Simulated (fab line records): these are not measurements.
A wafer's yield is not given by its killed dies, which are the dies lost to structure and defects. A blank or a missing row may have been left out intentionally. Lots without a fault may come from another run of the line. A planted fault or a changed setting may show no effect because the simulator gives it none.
Split-lot study || flow n5_finfet || 21 wafers read across 7 lots, on a route 1938 steps long

== ON THE SPLIT ==
At N5_BEOL_M7_ILD_DEP_00 (deposits SiCOH lowk from DEMS/porogen, target thk 179.75 nm, time 33.4 s), the setting time_s was moved away from the recipe's 33.4 s on 10 of the 21 wafers read, by +4.6% to +12.5%. The other wafers ran this setting at the recipe's value.

== SPLIT TO READING: what lies between them in the file, 1 step ==
- N5_BEOL_M7_CURE_74: cures SiCOH lowk, time 240 s

== THE READING ==
M7_ILD_THK, in nm, at N5_BEOL_M7_THK_MEAS_01. Typical for fault-free wafers on this fab line: 154.5 nm, with standard deviation 2.2 nm.

{"wafer": "L080.1", "tool, chamber at the split": "pecvd-04, 2", "time_s as run, s": 33.4, "against the recipe": "recipe", "M7_ILD_THK, nm": 154.1, "against lot-mates on the recipe": "-"}
{"wafer": "L080.3", "tool, chamber at the split": "pecvd-04, 1", "time_s as run, s": 33.4, "against the recipe": "recipe", "M7_ILD_THK, nm": 151.4, "against lot-mates on the recipe": "-"}
{"wafer": "L080.6", "tool, chamber at the split": "pecvd-04, 0", "time_s as run, s": 33.4, "against the recipe": "recipe", "M7_ILD_THK, nm": 154.2, "against lot-mates on the recipe": "-"}
{"wafer": "L083.2", "tool, chamber at the split": "pecvd-04, 1", "time_s as run, s": 33.4, "against the recipe": "recipe", "M7_ILD_THK, nm": 152.1, "against lot-mates on the recipe": "-"}
{"wafer": "L083.4", "tool, chamber at the split": "pecvd-04, 0", "time_s as run, s": 33.4, "against the recipe": "recipe", "M7_ILD_THK, nm": 156.6, "against lot-mates on the recipe": "-"}
{"wafer": "L083.6", "tool, chamber at the split": "pecvd-04, 1", "time_s as run, s": 37.31, "against the recipe": "+11.7%", "M7_ILD_THK, nm": 171.5, "against lot-mates on the recipe": "+17.2"}
{"wafer": "L084.1", "tool, chamber at the split": "pecvd-02, 0", "time_s as run, s": 33.4, "against the recipe": "recipe", "M7_ILD_THK, nm": 148.2, "against lot-mates on the recipe": "-"}
{"wafer": "L084.3", "tool, chamber at the split": "pecvd-02, 1", "time_s as run, s": 36.42, "against the recipe": "+9.0%", "M7_ILD_THK, nm": 167.9, "against lot-mates on the recipe": "+16.4"}
{"wafer": "L084.6", "tool, chamber at the split": "pecvd-02, 2", "time_s as run, s": 33.4, "against the recipe": "recipe", "M7_ILD_THK, nm": 154.8, "against lot-mates on the recipe": "-"}
{"wafer": "L086.1", "tool, chamber at the split": "pecvd-02, 0", "time_s as run, s": 35.45, "against the recipe": "+6.1%", "M7_ILD_THK, nm": 160.1, "against lot-mates on the recipe": "+2.4"}
{"wafer": "L086.4", "tool, chamber at the split": "pecvd-02, 2", "time_s as run, s": 33.4, "against the recipe": "recipe", "M7_ILD_THK, nm": 157.7, "against lot-mates on the recipe": "-"}
{"wafer": "L086.6", "tool, chamber at the split": "pecvd-02, 1", "time_s as run, s": 35.45, "against the recipe": "+6.1%", "M7_ILD_THK, nm": 168.7, "against lot-mates on the recipe": "+11.0"}
{"wafer": "L090.1", "tool, chamber at the split": "pecvd-04, 0", "time_s as run, s": 37.57, "against the recipe": "+12.5%", "M7_ILD_THK, nm": 171.9, "against lot-mates on the recipe": "+16.9"}
{"wafer": "L090.3", "tool, chamber at the split": "pecvd-04, 1", "time_s as run, s": 37.57, "against the recipe": "+12.5%", "M7_ILD_THK, nm": 175.0, "against lot-mates on the recipe": "+20.0"}
{"wafer": "L090.5", "tool, chamber at the split": "pecvd-04, 1", "time_s as run, s": 33.4, "against the recipe": "recipe", "M7_ILD_THK, nm": 155.0, "against lot-mates on the recipe": "-"}
{"wafer": "L093.2", "tool, chamber at the split": "pecvd-02, 1", "time_s as run, s": 35.84, "against the recipe": "+7.3%", "M7_ILD_THK, nm": 165.1, "against lot-mates on the recipe": "+9.7"}
{"wafer": "L093.3", "tool, chamber at the split": "pecvd-02, 0", "time_s as run, s": 33.4, "against the recipe": "recipe", "M7_ILD_THK, nm": 155.4, "against lot-mates on the recipe": "-"}
{"wafer": "L093.5", "tool, chamber at the split": "pecvd-02, 0", "time_s as run, s": 35.84, "against the recipe": "+7.3%", "M7_ILD_THK, nm": 166.0, "against lot-mates on the recipe": "+10.6"}
{"wafer": "L097.2", "tool, chamber at the split": "pecvd-04, 1", "time_s as run, s": 33.4, "against the recipe": "recipe", "M7_ILD_THK, nm": 152.7, "against lot-mates on the recipe": "-"}
{"wafer": "L097.3", "tool, chamber at the split": "pecvd-04, 2", "time_s as run, s": 34.94, "against the recipe": "+4.6%", "M7_ILD_THK, nm": 162.9, "against lot-mates on the recipe": "+10.2"}
{"wafer": "L097.5", "tool, chamber at the split": "pecvd-04, 2", "time_s as run, s": 34.94, "against the recipe": "+4.6%", "M7_ILD_THK, nm": 165.1, "against lot-mates on the recipe": "+12.4"}

FIT RESULTS
A straight line over all 21 wafers: M7_ILD_THK changes by +1.58 nm for each +1% of time_s; r = +0.94; the points scatter about the line by 2.6 nm.
The same after taking each lot's own level away (the mean of its wafers on the recipe; 21 wafers): +1.49 nm for each +1%; r = +0.93; scatter 2.7 nm.
The reading moves by 19 nm for the largest change in time_s, on that fit.
The lots' own levels span 151.50 to 157.70 nm, that is 2.8 times the standard deviation above.
Hence the lot-to-lot level has little effect on the slope; both slopes agree.
Check: +19.4 nm against its lot-mates is what the line predicts for one of the wafers moved furthest among these (+12.5%) when that wafer is left out of the fit. It came out at +16.9 nm against them.

== OTHER SPLITS APPLIED TO THESE WAFERS ==
These wafers also went through other splits before the reading. Each is held against what the fit with the lots' levels taken away leaves over:
{"other split on the same wafers": "N5_BEOL_M5_HM_DEP_02 target_thk_a", "wafers away from the commonest value": 7, "r with M7_ILD_THK (lot level and that fit taken away)": -0.05}
{"other split on the same wafers": "N5_BEOL_M5_ETCH_41 source_w", "wafers away from the commonest value": 9, "r with M7_ILD_THK (lot level and that fit taken away)": -0.11}
{"other split on the same wafers": "N5_BEOL_M6_COAT_60 spin_rpm", "wafers away from the commonest value": 6, "r with M7_ILD_THK (lot level and that fit taken away)": "+0.03"}
{"other split on the same wafers": "N5_BEOL_M6_ETCH_62 time_s", "wafers away from the commonest value": 8, "r with M7_ILD_THK (lot level and that fit taken away)": -0.23}

== THE WHOLE CHAIN: every reading that the file lists as answering this split, in the file's order ==
{"step": "N5_BEOL_M7_ILD_DEP_00", "what it does": "deposits SiCOH lowk from DEMS/porogen, target thk 179.75 nm, time 33.4 s", "reading": "SiCOH_lowk_of_BEOL_M7_ILD_DEP_00.thk_nm (the simulator's own value, which no gauge read)", "change (the file's fit)": "+1.74 nm for each +1% of the setting", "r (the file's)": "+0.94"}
{"step": "N5_BEOL_M7_CURE_74", "what it does": "cures SiCOH lowk, time 240 s", "reading": "SiCOH_lowk_of_BEOL_M7_ILD_DEP_00.thk_nm (the simulator's own value, which no gauge read)", "change (the file's fit)": "+1.52 nm for each +1% of the setting", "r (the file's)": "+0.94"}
{"step": "N5_BEOL_M7_THK_MEAS_01", "what it does": "", "reading": "M7_ILD_THK", "change (the file's fit)": "+1.53 for each +1% of the setting", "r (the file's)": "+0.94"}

== FILE'S OWN FIT ==
M7_ILD_THK changes by +1.53 nm for each +1% of time_s, r = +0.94.
